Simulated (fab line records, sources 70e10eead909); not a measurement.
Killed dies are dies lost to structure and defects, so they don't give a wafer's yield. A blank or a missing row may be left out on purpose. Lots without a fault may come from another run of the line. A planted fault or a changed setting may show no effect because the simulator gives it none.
Chamber matching | flow nand_harc | NHARC_A_STAIRCASE_DESCUM_270 on rie_diel-08: 4 sister chambers
The step chemistry O2, time 3 s. 4 wafers are shown with their chamber, then 7 later ones without.

WAFERS WITH THEIR CHAMBER
wafer  | chamber | showerhead_plenum_p_Torr (Torr)
L078.5 | 2       | 1.82
L085.4 | 3       | 1.91
L086.1 | 0       | 1.81
L086.2 | 1       | 2.06

WAFERS WITHOUT THEIR CHAMBER
wafer  | showerhead_plenum_p_Torr (Torr)
L086.4 | 1.91
L088.1 | 1.80
L088.5 | 1.80
L088.6 | 2.06
L097.2 | 1.80
L097.4 | 1.80
L097.6 | 1.80

WHICH CHAMBER EACH WENT THROUGH
wafer  | from the rows above     | in truth
L086.4 | 3                       | 3
L088.1 | can't be placed: 0 or 2 | 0
L088.5 | can't be placed: 0 or 2 | 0
L088.6 | 1                       | 1
L097.2 | can't be placed: 0 or 2 | 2
L097.4 | can't be placed: 0 or 2 | 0
L097.6 | can't be placed: 0 or 2 | 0
Placed correctly: 2 of 7. Can't be placed from these rows: 5 (the true chamber is among the candidates in 5). Placed wrongly: 0.
How it was worked out, from the rows above alone: a wafer's distance from a chamber is the root of the sum, over the readings, of the square of ((its reading less the chamber's mean) divided by the reading's scatter). The wafer belongs to the nearest chamber; if the next one is less than 2 further off, it can't be placed. A chamber's mean is the mean of its shown wafers. The scatter: with one shown wafer a chamber, the root of the mean of the squares of how far each hidden wafer lies from its nearest shown one.
